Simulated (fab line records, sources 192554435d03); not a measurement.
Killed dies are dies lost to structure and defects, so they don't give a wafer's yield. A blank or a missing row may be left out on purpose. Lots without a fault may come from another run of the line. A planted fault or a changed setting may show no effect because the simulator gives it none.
Chamber matching | flow n5_finfet | N5_DUMMY_GATE_DESCUM_20 on rie_diel-01: 4 sister chambers
The step chemistry O2, time 6.2 s. 16 wafers are shown with their chamber, then 8 later ones without.

WAFERS WITH THEIR CHAMBER
wafer  | chamber | showerhead_plenum_p_Torr (Torr) | throttle_valve_pct (%) | drypump_motor_current_A (A)
L074.3 | 0       | 2.14                            | 20.05                  | 5.7
L074.4 | 1       | 2.20                            | 20.21                  | 6.0
L074.6 | 1       | 2.20                            | 20.20                  | 5.9
L082.2 | 1       | 2.20                            | 20.21                  | 5.9
L082.3 | 3       | 1.93                            | 20.47                  | 5.6
L082.4 | 0       | 2.14                            | 20.07                  | 5.7
L084.1 | 0       | 2.13                            | 20.08                  | 5.7
L084.5 | 1       | 2.19                            | 20.22                  | 5.9
L084.6 | 2       | 2.12                            | 20.05                  | 5.7
L085.2 | 1       | 2.19                            | 20.25                  | 6.0
L085.3 | 2       | 2.12                            | 20.05                  | 5.7
L085.4 | 3       | 1.93                            | 20.49                  | 5.5
L086.2 | 2       | 2.12                            | 20.05                  | 5.7
L086.3 | 3       | 1.93                            | 20.49                  | 5.6
L086.6 | 3       | 1.93                            | 20.48                  | 5.5
L088.3 | 1       | 2.19                            | 20.26                  | 5.9

SIGNATURES (means of the wafers above)
reading                  | chamber 0 | chamber 1 | chamber 2 | chamber 3 | scatter within a chamber
showerhead_plenum_p_Torr | 2.1367    | 2.1950    | 2.1200    | 1.9300    | 0.00425
throttle_valve_pct       | 20.0667   | 20.2250   | 20.0500   | 20.4825   | 0.0175
drypump_motor_current_A  | 5.700     | 5.933     | 5.700     | 5.550     | 0.0441
Rule: a wafer's distance from a chamber is the root of the sum, over the readings, of the square of ((its reading less the chamber's mean) divided by the reading's scatter). The wafer belongs to the nearest chamber; if the next one is less than 2 further off, it can't be placed. The scatter: the root of (the sum of the squares of (reading less its chamber's mean) over the shown wafers, divided by (wafers less chambers)).

WAFERS WITHOUT THEIR CHAMBER
wafer  | showerhead_plenum_p_Torr (Torr) | throttle_valve_pct (%) | drypump_motor_current_A (A)
L088.4 | 1.93                            | 20.47                  | 5.5
L088.6 | 1.93                            | 20.48                  | 5.5
L090.1 | 2.19                            | 20.25                  | 6.0
L090.5 | 2.13                            | 20.09                  | 5.7
L090.6 | 1.93                            | 20.49                  | 5.5
L097.4 | 2.18                            | 20.26                  | 5.9
L097.5 | 1.92                            | 20.49                  | 5.5
L097.6 | 2.11                            | 20.08                  | 5.8

WHICH CHAMBER EACH WENT THROUGH
wafer  | from the rows above     | in truth
L088.4 | 3                       | 3
L088.6 | 3                       | 3
L090.1 | 1                       | 1
L090.5 | can't be placed: 0 or 2 | 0
L090.6 | 3                       | 3
L097.4 | 1                       | 1
L097.5 | 3                       | 3
L097.6 | 2                       | 2
Placed correctly: 7 of 8. Can't be placed from these rows: 1 (the true chamber is among the candidates in 1). Placed wrongly: 0.
